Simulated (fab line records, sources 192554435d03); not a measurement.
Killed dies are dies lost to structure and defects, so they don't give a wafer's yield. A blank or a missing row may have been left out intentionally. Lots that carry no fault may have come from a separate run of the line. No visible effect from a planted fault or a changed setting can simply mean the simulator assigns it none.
Chamber matching / flow n5 finfet / pecvd-04 running N5_BEOL_M4_ILD_DEP_00: 3 sister chambers
The step deposits SiOC from DEMS/O2, target thk 79 nm, time 15.3 s. 3 wafers are shown with their chamber, then 7 later ones without.

WAFERS, EACH WITH ITS CHAMBER
wafer=L087.5; chamber=2; throttle valve pct (%)=11.9
wafer=L092.1; chamber=0; throttle valve pct (%)=11.6
wafer=L092.3; chamber=1; throttle valve pct (%)=12.6

WAFERS WITHOUT THEIR CHAMBER
wafer=L092.5; throttle valve pct (%)=12.5
wafer=L096.1; throttle valve pct (%)=12.4
wafer=L096.2; throttle valve pct (%)=11.9
wafer=L096.3; throttle valve pct (%)=11.4
wafer=L097.2; throttle valve pct (%)=11.5
wafer=L097.4; throttle valve pct (%)=11.6
wafer=L097.6; throttle valve pct (%)=12.5

WHICH CHAMBER EACH WENT THROUGH
wafer=L092.5; from the rows above=1; in truth=1
wafer=L096.1; from the rows above=1; in truth=1
wafer=L096.2; from the rows above=2; in truth=2
wafer=L096.3; from the rows above=0; in truth=0
wafer=L097.2; from the rows above=0; in truth=0
wafer=L097.4; from the rows above=0; in truth=0
wafer=L097.6; from the rows above=1; in truth=1
Correctly placed: 7 of 7. Not placeable from these rows: 0. Number placed wrongly: 0.
How it was worked out, from the rows above alone: a wafer's distance from a chamber is the root of the sum, over the readings, of the square of ((its reading less the chamber's mean) divided by the reading's scatter). The wafer belongs to the nearest chamber; if the next one is less than 2 further off, it can't be placed. The mean given for a chamber averages the wafers shown for that chamber. The scatter: root of mean squared gap, hidden wafer to nearest shown wafer, with one shown wafer a chamber.
